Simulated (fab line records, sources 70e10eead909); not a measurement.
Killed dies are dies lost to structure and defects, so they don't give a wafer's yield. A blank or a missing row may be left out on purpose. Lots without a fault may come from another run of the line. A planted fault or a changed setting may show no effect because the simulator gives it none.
A struck lot beside a sound one | flow nand_harc | 11 steps out of a route of 1302
Sound: wafers L440.1, L440.4, L440.5. Struck: wafers L452.2, L452.3, L452.6. The cause comes at the end.
At each step with rows: each side's tool, then ch and its chambers, then its first start. Under that, the readings that differ: sound wafers | struck wafers | difference of the means | sigmas: that difference in standard deviations of wafers without a fault.
alike: readings whose means differ by less than 2 such deviations, and words and numbers that are the same on both sides. not compared: withheld readings, readings that some wafer has no value for, bounds like >300 that may hide the same value, and numbers for which the record gives no deviation and whose values overlap.
The two part at a step that has a row with sigmas, a row that says differs or no value, or rows on one side only. Numbers that don't overlap but have no deviation are shown without sigmas and don't part them. A reading that every wafer of one side lacks parts them only if that side has two wafers or more.

first, 9 steps without rows for these wafers: NHARC_A_STAIRCASE_DEHYDRATE_433 (time 120 s); NHARC_A_STAIRCASE_HMDS_434 (time 30 s); NHARC_A_STAIRCASE_COAT_435; NHARC_A_STAIRCASE_SOFTBAKE_436 (time 170 s); NHARC_A_STAIRCASE_EBR_437; NHARC_A_STAIRCASE_EXPOSE_438 (exposes mask STAIR REV); NHARC_A_STAIRCASE_PEB_439 (peb time 130 s); NHARC_A_STAIRCASE_DEVELOP_440 (time 140 s); NHARC_A_STAIRCASE_HARDBAKE_442 (time 140 s).
NHARC_A_STAIRCASE_DESCUM_443: chemistry O2, time 3 s.
  sound on rie_diel-12 ch 1,2,3, day 20 17:53; struck on rie_diel-13 ch 0,1, day 26 17:47
  alike: drypump_motor_current_A, oes_product_au, rf_vpp_V, showerhead_plenum_p_Torr, throttle_valve_pct
  not compared: rf_hours_counter_h
NHARC_A_STAIRCASE_ETCH_444: etches the open film in C4F8/O2, target depth 20400 nm, time 6800 s.
  sound on rie_diel-12 ch 1,2, day 20 17:58; struck on rie_diel-13 ch 1,3, day 26 17:53
  reading               | sound                | struck               | difference | sigmas
  oes_product_au (a.u.) | 0.992 0.977 0.981    | 0.940 0.910 0.943    | -0.052     | -3
  run_length_s (s)      | 6821.6 6821.2 6821.4 | 8462.8 8462.7 8462.8 | +1641.4    | +99 or more
  alike: rf_vpp_V
  not compared: rf_hours_counter_h

WHERE THEY PART
Only at NHARC_A_STAIRCASE_ETCH_444, within this record.

WHY: what the simulator had put in
Process parameter drift: rie_diel-13, from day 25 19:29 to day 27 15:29, at NHARC_A_STAIRCASE_ETCH_444. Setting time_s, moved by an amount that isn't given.
